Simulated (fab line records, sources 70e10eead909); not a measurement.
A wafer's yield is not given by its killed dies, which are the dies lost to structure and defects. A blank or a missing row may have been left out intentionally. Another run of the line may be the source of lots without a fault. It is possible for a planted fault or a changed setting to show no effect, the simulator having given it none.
fab line records	flow nand-harc
record: lots: 12	wafers: 36	last-day: 33
route steps=1302 shown P_ZERO_WELL@61 P_GATE@113 END@1302
lots that met no fault: taken from a fault-free run of the same line
start-h: the number of hours between the record's first day and the start of the first shown wafer of the lot	wait-h: how many hours have passed since the lot's step before this one	" identical to the entry in the row above	L1.1+2: a single row standing in for several wafers	- no value, or no start was given	* or withheld: withheld	< > ~ a bound
route shown NAME@n: a module of which the file shows steps, and the number in the route of the first	usual: mean/standard deviation taken from wafers without a fault	same: alike in all rows	chamber/n: place in a boat	sites: the reading at each site	_std_site: the values' standard deviation	_edge_site: mean of outer sites minus mean of inner sites	radius-mm: how far each site lies from the wafer's centre	mask NAME#n: copy n	behind: the last tool/chamber to shape the wafer	hold: cause of the lot's hold/its duration in hours/its outcome	device: whichever transistor did not switch (one of n, p or np)	end of line: at the end of the route, the tests of the same wafers	where a step has no rows: the recipe by itself	killed: the dies lost at the first sort to structure and to defects; this is not the yield of the wafer	map: a wafer's dies, marking killed ones x, the rest . and places with no die _
set.NAME: the run value of the setting; set.NAME@STEP: its run value at that earlier step	model.NAME: the simulator's own value behind a step, which no gauge read
route steps across a sampled set of lots; one table per step, one row per wafer
services: when a tool's chamber went out of use (start-h, in hours from the record's first day, below 0 if earlier), for how many hours, and the reason
== steps ==
step: NHARC_P_ZERO_WELL_DESCUM_54
recipe: time-s: 3	o2-flow-sccm: 200	ar-flow-sccm: 0	bias-power-w: 0	chemistry: O2
usual: drypump-motor-current-A: 5.7/0.49	oes-product-au: 1.000/0.0096	rf-vpp-V: 57.7/1	showerhead-plenum-p-Torr: 1.89/0.11	throttle-valve-pct: 11.311/0.0085
lot.wafer	tool	chamber	start-h	wait-h	drypump-motor-current-A	oes-product-au	rf-hours-counter-h	rf-vpp-V	showerhead-plenum-p-Torr	throttle-valve-pct
L724.2	rie-diel-06	2	46.03	-	4.9	1.002	26	57.6	1.92	11.302
L724.1	"	1	"	"	5.3	0.991	32	57.3	1.76	11.323
L724.6	"	2	"	"	4.9	1.007	-	57.6	1.92	11.331
L726.3	rie-diel-06	3	65.77	-	5.4	0.980	29	57.6	1.82	11.319
L726.2	"	0	"	"	5.4	0.988	35	57.5	1.85	11.313
L726.6	"	0	"	"	5.4	0.994	-	56.9	1.85	11.308
L730.2	rie-diel-06	2	105.91	-	4.9	1.002	43	58.1	1.91	11.311
L730.4	"	3	"	"	5.4	0.997	43	58.0	1.81	11.304
L730.1	"	1	"	"	5.2	1.006	47	57.9	1.76	11.315
L734.1	rie-diel-06	3	148.38	-	5.4	1.022	5	56.8	1.81	11.305
L734.3	"	2	"	"	4.9	1.013	4	56.1	1.91	11.326
L734.5	"	0	"	"	5.4	1.015	-	57.4	1.84	11.314
L736.1	rie-diel-06	0	165.80	-	5.4	0.999	11	57.5	1.84	11.314
L736.6	"	1	"	"	5.2	1.016	-	58.9	2.07	11.325
L736.5	"	2	"	"	4.9	1.006	-	59.9	1.91	11.297
L737.4	rie-diel-06	2	176.13	-	4.9	1.000	11	58.3	1.91	11.318
L737.1	"	0	"	"	5.4	1.015	14	56.3	1.84	11.310
L737.5	"	2	"	"	4.9	1.002	-	58.7	1.91	11.325
L738.1	rie-diel-09	3	185.85	-	6.3	0.991	12	56.6	2.07	11.311
L738.3	"	0	"	"	5.9	0.990	13	57.5	2.07	11.332
L738.6	"	1	"	"	6.3	0.978	-	58.2	2.05	11.316
L740.2	rie-diel-09	1	205.97	-	6.3	0.981	13	57.6	2.05	11.322
L740.4	"	2	"	"	5.6	0.995	12	57.4	1.81	11.320
L740.3	"	3	"	"	6.2	0.993	15	56.4	2.07	11.326
L741.3	rie-diel-09	1	216.08	-	6.3	0.985	16	57.8	2.05	11.311
L741.6	"	2	"	"	5.6	0.991	-	58.4	1.80	11.312
L741.5	"	3	"	"	6.3	0.990	-	59.3	2.07	11.302
L742.1	rie-diel-09	3	226.09	-	6.3	0.988	25	58.7	2.07	11.319
L742.4	"	0	"	"	5.9	1.003	24	60.3	2.07	11.298
L742.5	"	0	"	"	5.9	1.012	-	59.4	2.07	11.325
L744.3	rie-diel-09	1	246.32	-	6.3	0.978	27	58.0	2.05	11.301
L744.1	"	0	"	"	5.9	0.996	29	57.7	2.07	11.322
L744.5	"	2	"	"	5.6	0.992	-	57.3	1.80	11.312
L745.3	rie-diel-12	2	255.98	-	5.4	0.997	52	58.4	1.82	11.302
L745.1	"	3	"	"	5.9	1.005	58	56.8	1.78	11.317
L745.6	"	1	"	"	6.6	0.988	-	59.9	1.82	11.317
step: NHARC_P_GATE_OXIDE_02
recipe: target-thk-a: 375	temp-c: 950	p-h2o-torr: 720	ox-time-s: 365	material: SiO2
usual: spike-tc-upper-C: 949.6/1.1	tube-center-temp-C: 950.01/0.086	zone-power-lower-pct: 20.8/0.31
lot.wafer	tool	chamber	start-h	wait-h	spike-tc-upper-C	tube-center-temp-C	zone-power-lower-pct
L724.1	furnace-01	0	95.87	-	950.7	949.86	20.8
L724.2	"	0	"	"	949.6	950.07	20.9
L724.6	"	0	"	"	949.4	950.03	20.7
L724.1	furnace-01	0	100.53	0.4	951.0	949.96	20.8
L724.2	"	0	"	"	951.8	949.94	20.6
L724.6	"	0	"	"	949.6	950.11	21.0
L726.2	furnace-01	0	113.15	-	948.5	950.05	21.3
L726.3	"	0	"	"	950.5	950.06	20.7
L726.6	"	0	"	"	950.1	949.83	20.9
L730.1	furnace-06	0	154.66	-	949.6	950.06	20.6
L730.2	"	0	"	"	950.3	950.12	20.5
L730.4	"	0	"	"	949.0	950.05	21.0
L730.1	furnace-06	0	159.24	0.4	948.6	949.98	20.3
L730.2	"	0	"	"	950.2	949.94	20.5
L730.4	"	0	"	"	950.0	949.88	20.9
L734.1	furnace-01	0	199.61	-	949.3	950.02	20.5
L734.3	"	0	"	"	951.9	950.05	20.6
L734.5	"	0	"	"	951.9	949.93	21.0
L736.1	furnace-06	0	218.90	-	949.4	949.98	20.6
L736.5	"	0	"	"	948.5	949.99	20.5
L736.6	"	0	"	"	950.0	949.98	20.6
L737.1	furnace-06	0	232.41	-	950.1	949.9	20.4
L737.4	"	0	"	"	950.3	949.91	20.9
L737.5	"	0	"	"	949.7	950.09	20.6
L738.1	furnace-06	0	232.41	-	948.8	949.98	20.5
L738.3	"	0	"	"	949.4	949.99	20.8
L738.6	"	0	"	"	947.4	949.87	20.6
L740.2	furnace-04	0	252.55	-	948.9	950.04	21.4
L740.3	"	0	"	"	950.2	949.99	21.4
L740.4	"	0	"	"	950.4	950.09	20.8
L741.3	furnace-06	0	262.87	-	950.1	950	21.0
L741.5	"	0	"	"	949.5	950.02	20.8
L741.6	"	0	"	"	950.5	950.04	20.8
L742.1	furnace-04	0	274.17	-	951.3	950	21.0
L742.4	"	0	"	"	949.5	950.05	21.6
L742.5	"	0	"	"	950.0	949.89	21.5
L744.1	furnace-01	0	291.99	-	949.6	949.93	21.0
L744.3	"	0	"	"	948.5	950.1	20.9
L744.5	"	0	"	"	949.5	949.93	20.7
L745.1	furnace-06	0	305.60	-	949.6	950.13	20.4
L745.3	"	0	"	"	950.1	950.17	20.7
L745.6	"	0	"	"	948.1	949.97	20.7
step: NHARC_P_GATE_ALD_36
recipe: target-thk-a: 200	pulse-time-s: 60	ald-cycles: 223	temp-c: 400	material: SiNx
usual: heater-power-w: 803/65	precursor-pulse-height-rel: 1.001/0.022
lot.wafer	tool	chamber	start-h	wait-h	heater-power-w	precursor-pulse-height-rel
L724.2	ald-sin-01	3	117.60	-	731	0.958
L724.1	"	1	119.04	-	787	0.958
L724.6	"	3	121.91	-	735	1.051
L726.3	ald-sin-02	0	133.61	-	756	1.041
L726.2	"	1	135.01	-	851	1.048
L726.6	"	0	137.81	-	749	1.001
L730.1	ald-sin-01	1	175.93	-	783	1.013
L730.2	"	3	178.04	-	760	1.009
L730.4	"	0	179.09	-	806	1.044
L734.1	ald-sin-02	2	223.22	-	819	1.011
L734.3	"	0	225.37	-	738	0.992
L734.5	"	2	227.53	-	837	0.976
L736.1	ald-sin-03	1	240.94	-	735	0.989
L736.6	"	1	245.16	-	730	1.021
L736.5	"	2	246.21	-	735	1.005
L738.3	ald-sin-02	0	253.82	-	754	0.991
L738.1	"	1	254.88	-	864	0.987
L738.6	"	0	258.04	-	762	0.997
L737.4	ald-sin-01	3	256.59	-	773	0.968
L737.1	"	0	257.65	-	800	0.956
L737.5	"	1	258.70	-	753	0.999
L740.4	ald-sin-02	2	272.67	-	809	1.008
L740.3	"	3	273.71	-	964	1.033
L740.2	"	1	275.79	-	870	0.979
L741.3	ald-sin-01	2	285.88	-	790	1.000
L741.6	"	0	287.29	-	790	0.982
L741.5	"	2	290.12	-	793	1.031
L742.1	ald-sin-03	3	298.93	-	787	0.997
L742.4	"	2	302.08	-	775	1.012
L742.5	"	0	304.18	-	854	1.020
L744.1	ald-sin-01	0	316.34	-	786	0.999
L744.3	"	3	319.51	-	783	1.006
L744.5	"	1	321.62	-	755	0.989
L745.1	ald-sin-03	1	326.22	-	744	0.980
L745.3	"	0	329.39	-	867	1.003
L745.6	"	2	331.51	-	767	1.009
step: NHARC_P_GATE_DESCUM_48
recipe: time-s: 3	o2-flow-sccm: 200	ar-flow-sccm: 0	bias-power-w: 0	chemistry: O2
usual: drypump-motor-current-A: 5.9/0.41	oes-product-au: 1.002/0.011	rf-vpp-V: 58.0/0.85	showerhead-plenum-p-Torr: 1.96/0.064	throttle-valve-pct: 11.313/0.0096
lot.wafer	tool	chamber	start-h	wait-h	drypump-motor-current-A	oes-product-au	rf-hours-counter-h	rf-vpp-V	showerhead-plenum-p-Torr	throttle-valve-pct
L724.1	rie-diel-02	3	130.45	-	6.1	1.012	3.6	57.4	1.94	11.304
L724.2	"	2	"	"	6.1	1.006	4.3	58.0	2.01	11.320
L724.6	"	0	"	"	6.0	1.001	-	59.2	2.02	11.318
L726.3	rie-diel-04	3	146.29	-	6.0	0.995	6.6	58.0	2.06	11.306
L726.2	"	1	"	"	4.9	1.002	5.5	58.1	1.87	11.314
L726.6	"	2	"	"	6.5	0.997	-	57.7	1.91	11.311
L730.4	rie-diel-11	0	186.49	-	5.7	1.013	5.6	57.5	1.84	11.303
L730.1	"	1	"	"	5.1	0.994	4.7	59.0	1.96	11.320
L730.2	"	3	"	"	6.5	1.003	6.0	58.0	1.89	11.310
L734.3	rie-diel-04	2	232.83	-	6.5	0.990	1.9	57.4	1.91	11.315
L734.1	"	0	"	"	6.1	0.990	2.2	58.1	2.04	11.304
L734.5	"	2	"	"	6.5	0.996	-	56.7	1.91	11.316
L736.1	rie-diel-11	2	251.53	-	5.7	1.000	10.4	59.0	1.97	11.305
L736.5	"	3	"	"	6.5	0.999	-	56.7	1.88	11.308
L736.6	"	0	"	"	5.7	1.011	-	57.5	1.84	11.309
L738.1	rie-diel-02	2	264.38	-	6.1	1.010	3.7	59.3	2.00	11.319
L738.3	"	0	"	"	6.0	0.994	3.5	58.9	2.02	11.328
L738.6	"	3	"	"	6.1	1.008	-	58.8	1.94	11.321
L737.1	rie-diel-11	3	265.21	-	6.4	0.992	0	57.2	1.88	11.323
L737.4	"	0	"	"	5.7	1.000	0	57.5	1.84	11.325
L737.5	"	1	"	"	5.1	0.986	-	56.5	1.96	11.325
L740.3	rie-diel-04	3	283.28	-	6.1	0.987	4.3	58.3	2.06	11.312
L740.2	"	0	"	"	6.0	0.998	4.9	57.8	2.03	11.288
L740.4	"	1	"	"	4.9	1.009	5.2	58.1	1.87	11.300
L741.3	rie-diel-02	0	295.97	-	6.0	1.012	4.9	58.6	2.01	11.313
L741.6	"	3	"	"	6.1	1.019	-	58.5	1.94	11.327
L741.5	"	0	"	"	6.0	1.002	-	56.7	2.01	11.304
L742.1	rie-diel-02	0	309.65	-	6.0	0.997	5.0	58.0	2.02	11.309
L742.4	"	1	"	"	6.1	1.024	-	57.2	1.93	11.321
L742.5	"	3	"	"	6.1	1.013	-	58.7	1.94	11.288
L744.3	rie-diel-02	0	327.04	-	6.0	1.001	7.1	56.9	2.01	11.302
L744.1	"	2	"	"	6.1	1.007	6.1	58.6	2.00	11.317
L744.5	"	3	"	"	6.1	1.027	-	57.3	1.94	11.303
L745.1	rie-diel-02	1	336.93	-	6.1	1.015	8.5	57.3	1.93	11.317
L745.3	"	3	"	"	6.1	1.019	8.2	58.7	1.94	11.306
L745.6	"	0	"	"	6.0	1.009	-	58.7	2.01	11.314
step: NHARC_END_SORT_01
recipe: temp-c: 25
usual: killed-at-array: 55/22	killed-at-other: 1.1/1.4	killed-at-periphery: 4/3.2	killed-dies: 59/22	killed-open: 3.3/1.8	killed-short: 2.5/1.5
same: gross-dies: 677
lot.wafer	tool	chamber	start-h	wait-h	killed-at-array	killed-at-other	killed-at-periphery	killed-dies	killed-open	killed-short
L724.1	prober-02	0	579.93	2.5	26	1	650	677	5	2
L724.2	prober-02	0	580.72	2.8	48	4	625	677	2	2
L724.6	prober-02	0	583.89	4.0	28	3	646	677	2	2
L730.1	prober-01	0	653.77	2.5	41	7	629	677	2	2
L730.2	prober-01	0	654.56	2.8	72	4	601	677	6	4
L730.4	prober-01	0	656.13	3.4	50	2	625	677	3	4
killed by level:class
L724.1 P_GATE:area-oxide=648 A_CHANNEL_HOLE_D1:chamber-film-flake=11 A_CHANNEL_HOLE_D2:chamber-film-flake=7 A_ONON_D2:geometric-particle:short=2 P_GATE:geometric-particle:open=1 A_ONON_D2:geometric-particle:open=1 A_CHANNEL_FILL_D2:geometric-particle:open=1 A_SGD_CUT:geometric-particle:open=1
L724.2 P_GATE:area-oxide=622 A_CHANNEL_HOLE_D1:chamber-film-flake=31 A_CHANNEL_HOLE_D2:chamber-film-flake=8 THIN_TSV:chamber-film-flake=4 A_WL_FILL:chamber-film-flake=3 A_CHANNEL_FILL_D1:chamber-film-flake=2 P_CONTACT:geometric-particle:short=1 A_ONON_D2:geometric-particle:open=1
L724.6 P_GATE:area-oxide=644 A_CHANNEL_HOLE_D1:chamber-film-flake=12 A_CHANNEL_HOLE_D2:chamber-film-flake=5 A_CONTACT:chamber-film-flake=3 THIN_TSV:chamber-film-flake=3 A_WL_FILL:chamber-film-flake=2 P_M2:geometric-particle:short=1 A_ONON_D1:geometric-particle:short=1
L730.1 P_GATE:area-oxide=623 A_CHANNEL_HOLE_D2:chamber-film-flake=16 A_CHANNEL_HOLE_D1:chamber-film-flake=14 THIN_TSV:chamber-film-flake=7 P_GATE:chamber-film-flake=4 A_STAIRCASE:chamber-film-flake=4 A_CHANNEL_FILL_D1:chamber-film-flake=2 A_SLIT:chamber-film-flake=2
L730.2 P_GATE:area-oxide=598 A_CHANNEL_HOLE_D1:chamber-film-flake=33 A_CHANNEL_HOLE_D2:chamber-film-flake=11 A_STAIRCASE:chamber-film-flake=5 THIN_TSV:chamber-film-flake=4 A_CONTACT:chamber-film-flake=3 A_SGD_CUT:geometric-particle:open=2 A_ZERO_WELL:chamber-film-flake=2
L730.4 P_GATE:area-oxide=624 A_CHANNEL_HOLE_D1:chamber-film-flake=17 A_CHANNEL_HOLE_D2:chamber-film-flake=15 A_STAIRCASE:chamber-film-flake=5 A_WL_FILL:chamber-film-flake=3 A_ONON_D1:geometric-particle:short=2 A_M1:chamber-film-flake=2 THIN_TSV:chamber-film-flake=2
== services ==
tool	chamber	start-h	hours	kind
rie-diel-09	2	26.75	12.6	repair
ald-sin-01	-	35.42	10.0	pm
rie-diel-02	-	39.70	9.0	pm
ald-sin-01	1	52.02	4.1	repair
rie-diel-02	3	54.05	3.9	repair
ald-sin-02	2	73.13	5.7	repair
ald-sin-01	0	88.19	56.9	repair
ald-sin-01	1	88.76	4.3	repair
ald-sin-02	0	100.57	2.6	repair
rie-diel-09	3	129.91	4.4	repair
rie-diel-06	-	130.97	9.0	pm
rie-diel-09	-	143.45	9.0	pm
ald-sin-01	1	187.39	2.9	repair
furnace-01	-	207.36	26.0	pm
ald-sin-01	-	213.42	10.0	pm
rie-diel-02	-	216.70	9.0	pm
rie-diel-06	-	216.99	1.8	repair
rie-diel-09	-	265.30	0.1	repair
rie-diel-02	1	270.43	9.6	repair
ald-sin-01	3	273.73	14.0	repair
rie-diel-09	2	293.91	3.8	repair
rie-diel-02	2	301.24	22.0	repair
rie-diel-06	-	308.10	9.0	pm
rie-diel-09	-	320.45	9.0	pm
== key ==
first-sign: step: NHARC_P_GATE_OXIDE_02	reading: visit	direction: added
effect: step: NHARC_END_SORT_01	reading: killed-at-periphery	direction: up	sigmas: 99+	usual: 4	struck: 629
more-kills-born-at: NHARC_P_GATE_OXIDE_02@furnace-01: 1914	NHARC_P_GATE_OXIDE_02@furnace-06: 1845
met-at NHARC_P_GATE_OXIDE_02
struck-lots L724,L730
later-rows-left-out L724.1,L724.2,L724.6,L730.1,L730.2,L730.4
tester-left-out L724,L730
not-acting-at NHARC_P_ZERO_WELL_DESCUM_54,NHARC_P_GATE_ALD_36,NHARC_P_GATE_DESCUM_48
fault: kind: repeated-step-whole	tool: furnace-01,furnace-04,furnace-06	chamber: -	onset-h: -	steps: NHARC_P_GATE_OXIDE_02	times: 1	scope: struck-lots-only
tester-left-out: of these lots the tester's yield and bins aren't shown, on N5 and GAA mostly nor the transistor test; their killed dies are dies lost to structure and defects alone, not to doping, threshold or leakage, so they don't give the yield
later-rows-left-out: the simulator's readings of these wafers behind a module that went badly wrong aren't trusted and aren't shown, but for the sort
